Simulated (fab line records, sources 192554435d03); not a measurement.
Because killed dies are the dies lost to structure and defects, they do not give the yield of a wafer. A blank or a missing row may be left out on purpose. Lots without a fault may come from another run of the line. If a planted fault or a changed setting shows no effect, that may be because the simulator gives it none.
fab line records | flow n5-finfet
record lots=4 wafers=12 last-day=18
route steps=1938 shown BEOL_M4@1099 BEOL_M5@1112 PASSIVATION@1916
lots untouched by any fault: they come from a run of this same line in which no faults occurred
start-h: hours from the record's first day to the start of the lot's first wafer shown | wait-h: how many hours have passed since the lot's step before this one | " same as the row above | L1.1+2: one row covering several wafers at once | - no value, or no start was given | * or withheld: withheld | < > ~ a bound
route shown NAME@n: names a module that has steps shown in the file, with the first one's number in the route | usual: average and standard deviation across the fault-free wafers | same: alike in all rows | chamber/n: place in a boat | sites: each site's reading | _std_site: their standard deviation | _edge_site: the outer-site mean with the inner-site mean subtracted | radius-mm: for every site, how far away it sits from the centre of the wafer | mask NAME#n: copy n | behind: the tool/chamber that last shaped the wafer | hold: the reason the lot was held/the length of the hold in hours/how it ended | device: whichever transistor did not switch (one of n, p or np) | end of line: the tests these same wafers got at the end of their route | a step with no rows: only its recipe | killed: not the wafer's yield, but the dies lost to structure and defects at the first sort | map: shows each die of a wafer: x if killed, . if not, _ if none is there
set.NAME: setting as actually run; set.NAME@STEP: the setting as run at that earlier step | model.NAME: the simulator's own value behind a step, which no gauge read
lots seen at some steps along the route; tables by step, rows by wafer
services: from which hour (start-h, from the record's first day; less than 0 if before it) a tool's chamber was out of use, for how many hours, and why
## steps
# step N5_BEOL_M4_ANNEAL_95
# recipe temp-c=400 time-s=240 ambient=vacuum
# step N5_BEOL_M4_SPUTTER_96
# recipe material=Cu target-thk-a=45 temp-c=-20 chamber-pressure-pa=0.07 power-w=withheld time-s=8.29
# step N5_BEOL_M4_ECD_50
# recipe material=Cu target-thk-a=3000
# step N5_BEOL_M4_ANNEAL_51
# recipe temp-c=225 time-s=90 ambient=N2
# step N5_BEOL_M4_CMP_52
# recipe stop-on=SiOC t-overpolish-s=6.8 down-force-psi=1 platen-rpm=50 clearing-platen-down-force-psi=1.5 clearing-platen-rpm=50 post-cmp-clean=cu-alkaline target-thk-nm=40 clearing-platen-pad-velocity-m-s=0.99484 pad-velocity-m-s=0.99484
# step N5_BEOL_M4_PRE_CLEAN_60
# recipe gas=NH3/H2 time-s=15 temp-c=* rf-power-w=300
# step N5_BEOL_M4_CO_CAP_55
# recipe material=Co target-thk-a=20 temp-c=200 precursor=CCTBA/H2 pressure-torr=30 time-s=102.1
# step N5_BEOL_M4_PRE_CLEAN_56
# recipe gas=NH3 time-s=15 temp-c=withheld rf-power-w=300
# step N5_BEOL_M4_DEP_57
# recipe material=SiCN target-thk-a=80 temp-c=withheld precursor=3MS/NH3 pressure-torr=3 rf-w=202 time-s=14
# step N5_BEOL_M4_RC_MEAS_101
# usual DIBL_N=36.3/2.2 DIBL_P=36.0/2.4 IOFF_N=0.16/0.042 IOFF_P=0.22/0.041 ION_N=672/14 ION_P=462/7.9 SS_N=71.7/0.76 SS_P=73.3/0.72 VT_N=250/3.6 VT_P=-249/3
# columns lot.wafer tool chamber start-h wait-h DIBL_N[mV/V] DIBL_P[mV/V] IOFF_N[nA/um] IOFF_P[nA/um] ION_N[uA/um] ION_P[uA/um] SS_N[mV/dec] SS_P[mV/dec] VT_N[mV] VT_P[mV]
L108.1 prober-02 0 221.99 0.2 37.3 35.8 0.16 0.21 671 451 72.1 72.9 252 -252
L108.2 " 0 " " 36.7 34.7 0.14 0.20 650 451 71.9 72.8 252 -250
L108.3 " 0 " " 42.4 44.1 0.31 0.40 709 477 72.8 75.9 240 -242
L112.2 prober-02 0 266.07 0.2 33.7 35.6 0.13 0.21 661 466 70.9 72.8 253 -248
L112.4 " 0 " " 32.2 33.7 0.11 0.18 659 461 70.5 73.8 255 -250
L112.6 " 0 " " 36.8 39.1 0.18 0.25 672 465 72.0 74.0 248 -251
L116.3 prober-01 0 295.20 0.3 39.2 38.1 0.21 0.26 705 475 71.9 73.8 248 -247
L116.4 " 0 " " 36.5 35.3 0.15 0.21 671 467 71.1 73.7 252 -252
L116.5 " 0 " " 35.1 33.1 0.13 0.19 669 463 71.2 73.0 250 -251
L117.1 prober-01 0 312.88 0.0 34.6 35.6 0.13 0.21 664 464 71.9 72.9 252 -247
L117.2 " 0 " " 38.1 40.4 0.21 0.32 690 474 71.6 74.2 246 -244
L117.4 " 0 " " 34.2 35.2 0.12 0.21 660 467 70.9 72.6 253 -250
# step N5_BEOL_M5_ILD_DEP_00
# recipe material=SiCOH_lowk target-thk-a=1406.4 temp-c=300 precursor=DEMS/porogen pressure-torr=5 rf-w=500 time-s=25.9
# step N5_BEOL_M5_CURE_79
# recipe temp-c=385 time-s=240 ambient=He/Ar material=SiCOH_lowk
# step N5_BEOL_M5_PECVD_70
# recipe material=SiO2 target-thk-a=160 temp-c=400 precursor=TEOS/O2 pressure-torr=5.5 rf-w=450 teos-flow-sccm=53.8 gas=O2 flow-sccm=3000 time-s=18
# step N5_BEOL_M5_HM_DEP_02
# recipe material=TiN target-thk-a=200 temp-c=25 chamber-pressure-pa=0.49996
# step N5_BEOL_M5_COAT_59
# recipe resist=SOC temp-c=250 time-s=60 spin-rpm=1500 resist-thk-nm=60
# step N5_BEOL_M5_COAT_60
# recipe resist=SiARC temp-c=220 time-s=60 spin-rpm=1500 resist-thk-nm=12
# step N5_BEOL_M5_COAT_71
# recipe resist=underlayer temp-c=205 time-s=60 spin-rpm=1500 resist-thk-nm=5
# step N5_BEOL_M5_COAT_05
# recipe resist=CAR-EUV spin-rpm=1500 resist-thk-nm=30
# step N5_BEOL_M5_EBR_07
# recipe solvent=PGMEA ebr-width-mm=1.5
# step N5_BEOL_M5_SOFTBAKE_06
# recipe temp-c=110 time-s=60 resist=CAR-EUV
# step N5_BEOL_M5_EXPOSE_08
# recipe mask-id=M5 na=0.33 source-shape=annular sigma-inner=0.4 sigma-outer=0.8 polarization=unpolarized target-cd-nm=28 dose-mj=35.75
# step N5_BEOL_M5_PEB_09
# recipe peb-temp-c=100 peb-time-s=60 resist=CAR-EUV
# step N5_BEOL_M5_DEVELOP_10
# recipe develop-time-s=30 developer=TMAH resist=CAR-EUV rinse-liquid=surfactant-rinse dry=air-spin dev-temp-c=23
# step N5_BEOL_M5_DESCUM_16
# recipe chemistry=O2 time-s=7 source-power-w=50 bias-power-w=20 pressure-mtorr=20 rf-frequency-hz=2.712e+07 temp-c=40 resist=CAR-EUV o2-flow-sccm=225
# step N5_BEOL_M5_ETCH_72
# recipe chemistry=N2/H2 target=underlayer target-depth-a=65 mask-material=CAR-EUV time-s=5.2 ion-energy-ev=200 pressure-mtorr=30 source-w=840 bias-w=150 n2-flow-sccm=200 h2-flow-sccm=200 ends=cleared
# step N5_BEOL_M5_ETCH_61
# recipe chemistry=CF4 target=SiARC target-depth-a=156 mask-material=CAR-EUV time-s=26 ion-energy-ev=80 pressure-mtorr=40 source-w=545 bias-w=36 Ar_flow_sccm=100 cf4-flow-sccm=100 ends=cleared
# step N5_BEOL_M5_ETCH_62
# recipe chemistry=N2/H2 target=SOC target-depth-a=750 overetch-a=150 mask-material=SiARC temp-c=40 time-s=112.5 ion-energy-ev=200 pressure-mtorr=30 source-w=840 bias-w=150 n2-flow-sccm=200 h2-flow-sccm=200
# step N5_BEOL_M5_STRIP_63
# recipe chemistry=N2/H2 temp-c=40 n2-flow-sccm=200 h2-flow-sccm=200 rf-frequency-hz=6e+07
# step N5_BEOL_M5_STRIP_73
# recipe chemistry=N2/H2 temp-c=40 n2-flow-sccm=200 h2-flow-sccm=200 rf-frequency-hz=6e+07
# step N5_BEOL_M5_STRIP_64
# recipe chemistry=CF4 resist=SiARC power-w=300 bias-power-w=75 pressure-mtorr=50 cf4-flow-sccm=150 rf-frequency-hz=6e+07
# step N5_BEOL_M5_HM_OPEN_17
# recipe chemistry=Cl2/BCl3 target-depth-a=200 overetch-a=60 target=TiN mask-material=SOC ion-energy-ev=150 pressure-mtorr=10 icp-w=1000 bias-w=126 Cl2_flow_sccm=53.25 bcl3-flow-sccm=21.75 Ar_flow_sccm=25
# step N5_BEOL_M5_STRIP_19
# recipe chemistry=O2 power-w=400 temp-c=40 pressure-mtorr=30 rf-frequency-hz=6e+07 bias-power-w=0 overash-fraction=0.2 o2-flow-sccm=225
# step N5_BEOL_M5_COAT_65
# recipe resist=SOC temp-c=250 time-s=60 spin-rpm=1500 resist-thk-nm=60
# step N5_BEOL_M5_COAT_66
# recipe resist=SiARC temp-c=220 time-s=60 spin-rpm=1500 resist-thk-nm=12
# step N5_PASSIVATION_PECVD_35
# recipe material=SiNx target-thk-a=7000 temp-c=400 precursor=SiH4/NH3/N2 pressure-torr=4.9 rf-w=1406 time-s=151.3
# usual heater-power-w=391/110 rf-fwd-power-W=1400/4.8 run-length-s=195.2/0.5 showerhead-plenum-p-Torr=8.70/0.09 showerhead-vpp-V=2312/92 throttle-valve-pct=29.4/2.3
# columns lot.wafer tool chamber start-h wait-h heater-power-w rf-fwd-power-W run-length-s showerhead-plenum-p-Torr showerhead-vpp-V throttle-valve-pct model.SiNx_of_PASSIVATION_PECVD_35.thk-nm
L108.1 pecvd-02 2 321.26 0.1 357 1399 195.1 8.71 2161 26.2 693.8
L108.2 " 0 " " 379 1406 241.7 8.59 2285 28.1 912.2
L108.3 " 1 " " 447 1396 195.3 8.69 2422 30.5 683.2
L112.2 pecvd-02 0 359.13 0.1 501 1398 241.6 8.58 2299 28.6 915
L112.4 " 0 " " 338 1394 241.6 8.59 2278 28.0 924.4
L112.6 " 2 " " 410 1401 195.5 8.69 2188 26.2 709.2
L116.3 pecvd-04 2 398.88 0.1 347 1407 194.6 8.73 2311 29.4 715.4
L116.4 " 0 " " 412 1402 195.6 8.61 2417 32.9 710.4
L116.5 " 0 " " 467 1401 195.9 8.60 2447 32.8 716.6
L117.1 pecvd-02 2 417.30 0.1 415 1400 195.3 8.71 2139 26.5 698.2
L117.2 " 1 " " 506 1401 195.2 8.70 2444 30.4 694.6
L117.4 " 2 " " 267 1395 195.3 8.72 2163 26.3 714
# step N5_PASSIVATION_STRIP_52
# recipe chemistry=post-etch-residue-remover time-s=1200 temp-c=72.5
# columns lot.wafer tool chamber start-h wait-h model.SiNx_of_PASSIVATION_PECVD_35.thk-nm
L108.1 wet-bench-06 4 322.40 - 693.6
L108.2 " 7 " " 911.8
L108.3 " 2 " " 682.8
L112.2 wet-bench-06 3 360.46 - 914.8
L112.4 " 2 " " 924
L112.6 " 4 " " 708.8
L116.3 wet-bench-04 6 400.02 - 715
L116.4 " 4 " " 710.2
L116.5 " 1 " " 716.4
L117.1 wet-bench-01 4 418.65 - 697.8
L117.2 " 1 " " 694.2
L117.4 " 0 " " 713.6
# step N5_PASSIVATION_PROBE_49
# usual defect-limited-yield=91.3/1.7 killed_at_M0_to_M3=33/9.9 killed_at_M4_up=14/6.4 killed-at-contacts=12/7 killed-at-front-end=41/13 killed-at-other=3.1/2.9 killed-dies=103/20 killed-on-rim=13/4 killed-open=67/14 killed-short=34/9.4 sort_bin_4_leakage=0.03/0.24 sort_bin_5_function=5.1/1.1 sort_bin_6_memory=3.2/0.79 sort-n-pass=1077/21 sort-yield-pct=91.2/1.7
# same gross-dies=1180 killed-at-back-side=0 sort_bin_8_speed[%]=0
# columns lot.wafer tool chamber start-h wait-h defect-limited-yield[%] killed_at_M0_to_M3 killed_at_M4_up killed-at-contacts killed-at-front-end killed-at-other killed-dies killed-on-rim killed-open killed-short sort_bin_4_leakage[%] sort_bin_5_function[%] sort_bin_6_memory[%] sort-n-pass sort-yield-pct[%]
L108.2 prober-02 - 324.87 0.1 0 21 13 17 27 1102 1180 152 56 37 0 96.4 3.1 0 0
L112.2 prober-01 - 362.93 0.1 0 39 18 30 89 1004 1180 152 116 63 0 93.8 5.8 0 0
L112.4 prober-01 - 363.03 0.2 0 45 7 13 39 1076 1180 152 66 41 0 95.8 3.9 0 0
L112.6 prober-01 - 363.13 0.3 85.8 57 12 25 62 11 167 23 102 64 0 7.9 5.8 1013 85.8
L117.1 prober-02 - 421.08 0.0 91.4 22 16 9 49 6 102 12 75 27 0 5.4 2.8 1078 91.4
L117.2 prober-02 - 421.13 0.1 93.6 26 14 5 30 0 75 11 50 22 0 4.2 2.0 1105 93.6
L117.4 prober-02 - 421.23 0.2 92.0 42 11 10 28 3 94 11 67 26 0 4.1 3.5 1086 92.0
# killed by level:class
L108.2 PASSIVATION:area-pecvd=1087 MOL_CONTACT_COAG:geometric-particle:open=12 FIN_SAQP:geometric-particle:open=9 FIN_SAQP:geometric-particle:short=7 BEOL_M1:geometric-particle:open=6 BEOL_M4:geometric-particle:open=6 PAD_METAL:geometric-particle:short=6 MOL_CONTACT_COAG:geometric-particle:short=5
L112.2 PASSIVATION:area-pecvd=1000 STI_FIN_REVEAL:geometric-particle:open=37 MOL_CONTACT_COAG:geometric-particle:open=24 FIN_SAQP:geometric-particle:short=11 FIN_SAQP:geometric-particle:open=10 GATE_CUT:geometric-particle:short=9 BEOL_M0_SAQP:geometric-particle:short=8 STI_FIN_REVEAL:geometric-particle:short=7
L112.4 PASSIVATION:area-pecvd=1072 BEOL_M2:geometric-particle:open=16 GATE_CUT:geometric-particle:short=13 MOL_CONTACT_COAG:geometric-particle:open=10 BEOL_M3:geometric-particle:open=7 STI_FIN_REVEAL:geometric-particle:open=5 BEOL_M0_SAQP:geometric-particle:short=5 BEOL_M1:geometric-particle:open=5
L112.6 BEOL_M0_SAQP:geometric-particle:short=20 STI_FIN_REVEAL:geometric-particle:open=20 MOL_CONTACT_COAG:geometric-particle:open=20 BEOL_M0_SAQP:geometric-particle:open=14 FIN_SAQP:geometric-particle:open=9 FIN_SAQP:geometric-particle:short=9 GATE_CUT:geometric-particle:short=7 BEOL_M2:geometric-particle:open=7
L117.1 FIN_SAQP:geometric-particle:open=17 STI_FIN_REVEAL:geometric-particle:open=7 DUMMY_GATE:geometric-particle:open=6 MOL_CONTACT_COAG:geometric-particle:open=6 GATE_CUT:geometric-particle:short=5 BEOL_M2:geometric-particle:open=5 BEOL_M0_SAQP:geometric-particle:short=4 BEOL_M0_SAQP:geometric-particle:open=4
L117.2 GATE_CUT:geometric-particle:short=8 BEOL_M3:geometric-particle:open=8 MOL_CONTACT_COAG:geometric-particle:open=5 BEOL_M4:geometric-particle:open=5 BEOL_M0:geometric-particle:open=4 FIN_SAQP:geometric-particle:short=3 DUMMY_GATE:geometric-particle:open=3 BEOL_M0_SAQP:geometric-particle:open=3
L117.4 BEOL_M2:geometric-particle:open=11 BEOL_M1:geometric-particle:open=9 MOL_CONTACT_COAG:geometric-particle:open=7 BEOL_M3:geometric-particle:open=7 FIN_SAQP:geometric-particle:open=5 BEOL_M4:geometric-particle:open=5 FIN_SAQP:geometric-particle:short=4 STI_FIN_REVEAL:geometric-particle:open=4
# map L108.2 (x killed, . not)
_________________xxxxxxxxxxxx________________
______________xxxxxxxxxxxxxxxxxx_____________
___________xxxxxxxxxxxxxxxxxxxxxxxx__________
__________xxxxxxxxxxxxxxxxxxxxxxxxxx_________
________xxxxxxxxxxxxxxxxxxxxxxxxxxxxxx_______
_______xxxxxxxxxxxxxxxxxxxxxxxxxxxxxxxx______
______xxxxxxxxxxxxxxxxxxxxxxxxxxxxxxxxxx_____
_____xxxxxxxxxxxxxxxxxxxxxxxxxxxxxxxxxxxx____
____xxxxxxxxxxxxxxxxxxxxxxxxxxxxxxxxxxxxxx___
___xxxxxxxxxxxxxxxxxxxxxxxxxxxxxxxxxxxxxxxx__
___xxxxxxxxxxxxxxxxxxxxxxxxxxxxxxxxxxxxxxxx__
__xxxxxxxxxxxxxxxxxxxxxxxxxxxxxxxxxxxxxxxxxx_
__xxxxxxxxxxxxxxxxxxxxxxxxxxxxxxxxxxxxxxxxxx_
_xxxxxxxxxxxxxxxxxxxxxxxxxxxxxxxxxxxxxxxxxxxx
_xxxxxxxxxxxxxxxxxxxxxxxxxxxxxxxxxxxxxxxxxxxx
_xxxxxxxxxxxxxxxxxxxxxxxxxxxxxxxxxxxxxxxxxxxx
_xxxxxxxxxxxxxxxxxxxxxxxxxxxxxxxxxxxxxxxxxxxx
_xxxxxxxxxxxxxxxxxxxxxxxxxxxxxxxxxxxxxxxxxxxx
_xxxxxxxxxxxxxxxxxxxxxxxxxxxxxxxxxxxxxxxxxxxx
_xxxxxxxxxxxxxxxxxxxxxxxxxxxxxxxxxxxxxxxxxxxx
_xxxxxxxxxxxxxxxxxxxxxxxxxxxxxxxxxxxxxxxxxxxx
__xxxxxxxxxxxxxxxxxxxxxxxxxxxxxxxxxxxxxxxxxx_
__xxxxxxxxxxxxxxxxxxxxxxxxxxxxxxxxxxxxxxxxxx_
___xxxxxxxxxxxxxxxxxxxxxxxxxxxxxxxxxxxxxxxx__
___xxxxxxxxxxxxxxxxxxxxxxxxxxxxxxxxxxxxxxxx__
____xxxxxxxxxxxxxxxxxxxxxxxxxxxxxxxxxxxxxx___
_____xxxxxxxxxxxxxxxxxxxxxxxxxxxxxxxxxxxx____
______xxxxxxxxxxxxxxxxxxxxxxxxxxxxxxxxxx_____
_______xxxxxxxxxxxxxxxxxxxxxxxxxxxxxxxx______
________xxxxxxxxxxxxxxxxxxxxxxxxxxxxxx_______
__________xxxxxxxxxxxxxxxxxxxxxxxxxx_________
___________xxxxxxxxxxxxxxxxxxxxxxxx__________
______________xxxxxxxxxxxxxxxxxx_____________
_________________xxxxxxxxxxxx________________
# map L112.2 (x killed, . not)
_________________xxxxxxxxxxxx________________
______________xxxxxxxxxxxxxxxxxx_____________
___________xxxxxxxxxxxxxxxxxxxxxxxx__________
__________xxxxxxxxxxxxxxxxxxxxxxxxxx_________
________xxxxxxxxxxxxxxxxxxxxxxxxxxxxxx_______
_______xxxxxxxxxxxxxxxxxxxxxxxxxxxxxxxx______
______xxxxxxxxxxxxxxxxxxxxxxxxxxxxxxxxxx_____
_____xxxxxxxxxxxxxxxxxxxxxxxxxxxxxxxxxxxx____
____xxxxxxxxxxxxxxxxxxxxxxxxxxxxxxxxxxxxxx___
___xxxxxxxxxxxxxxxxxxxxxxxxxxxxxxxxxxxxxxxx__
___xxxxxxxxxxxxxxxxxxxxxxxxxxxxxxxxxxxxxxxx__
__xxxxxxxxxxxxxxxxxxxxxxxxxxxxxxxxxxxxxxxxxx_
__xxxxxxxxxxxxxxxxxxxxxxxxxxxxxxxxxxxxxxxxxx_
_xxxxxxxxxxxxxxxxxxxxxxxxxxxxxxxxxxxxxxxxxxxx
_xxxxxxxxxxxxxxxxxxxxxxxxxxxxxxxxxxxxxxxxxxxx
_xxxxxxxxxxxxxxxxxxxxxxxxxxxxxxxxxxxxxxxxxxxx
_xxxxxxxxxxxxxxxxxxxxxxxxxxxxxxxxxxxxxxxxxxxx
_xxxxxxxxxxxxxxxxxxxxxxxxxxxxxxxxxxxxxxxxxxxx
_xxxxxxxxxxxxxxxxxxxxxxxxxxxxxxxxxxxxxxxxxxxx
_xxxxxxxxxxxxxxxxxxxxxxxxxxxxxxxxxxxxxxxxxxxx
_xxxxxxxxxxxxxxxxxxxxxxxxxxxxxxxxxxxxxxxxxxxx
__xxxxxxxxxxxxxxxxxxxxxxxxxxxxxxxxxxxxxxxxxx_
__xxxxxxxxxxxxxxxxxxxxxxxxxxxxxxxxxxxxxxxxxx_
___xxxxxxxxxxxxxxxxxxxxxxxxxxxxxxxxxxxxxxxx__
___xxxxxxxxxxxxxxxxxxxxxxxxxxxxxxxxxxxxxxxx__
____xxxxxxxxxxxxxxxxxxxxxxxxxxxxxxxxxxxxxx___
_____xxxxxxxxxxxxxxxxxxxxxxxxxxxxxxxxxxxx____
______xxxxxxxxxxxxxxxxxxxxxxxxxxxxxxxxxx_____
_______xxxxxxxxxxxxxxxxxxxxxxxxxxxxxxxx______
________xxxxxxxxxxxxxxxxxxxxxxxxxxxxxx_______
__________xxxxxxxxxxxxxxxxxxxxxxxxxx_________
___________xxxxxxxxxxxxxxxxxxxxxxxx__________
______________xxxxxxxxxxxxxxxxxx_____________
_________________xxxxxxxxxxxx________________
## services
# columns tool chamber start-h hours kind
pecvd-04 2 311.99 5.5 scheduled-down
wet-bench-04 - 323.51 4.1 repair
wet-bench-06 - 328.53 13.5 repair
pecvd-02 1 336.32 2.1 scheduled-down
pecvd-04 1 383.62 - clean
pecvd-04 1 383.62 - consumable-replace:showerhead
pecvd-04 1 383.62 29.0 scheduled-down
pecvd-04 1 383.62 29.0 vent-cycle
pecvd-02 0 410.19 5.0 scheduled-down
pecvd-02 0 416.82 2.1 repair
## key
first-sign step=N5_PASSIVATION_PECVD_35 reading=run-length-s direction=up sigmas=94 usual=* struck=*
effect step=N5_PASSIVATION_PROBE_49 reading=killed-at-other direction=up sigmas=99+ usual=3.1 struck=1060.7
model-effect step=N5_PASSIVATION_PECVD_35 value=SiNx_of_PASSIVATION_PECVD_35.thk-nm without=701.3 struck=917.2
model-effect step=N5_PASSIVATION_STRIP_52 value=SiNx_of_PASSIVATION_PECVD_35.thk-nm without=700.9 struck=916.9
more-kills-born-at N5_PASSIVATION_PECVD_35@pecvd-02=3159
met-at N5_PASSIVATION_PECVD_35
struck-wafers L108.2,L112.2,L112.4
later-rows-left-out L108.2,L112.2,L112.4
fault kind=process-parameter-drift tool=pecvd-02 chamber=0 onset-h=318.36 steps=N5_PASSIVATION_PECVD_35 channel=time-s offset=* shape=step end-h=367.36 acts-in=* stated=*
# later-rows-left-out: the simulator's readings of these wafers behind a module that went badly wrong aren't trusted and aren't shown, but for the sort
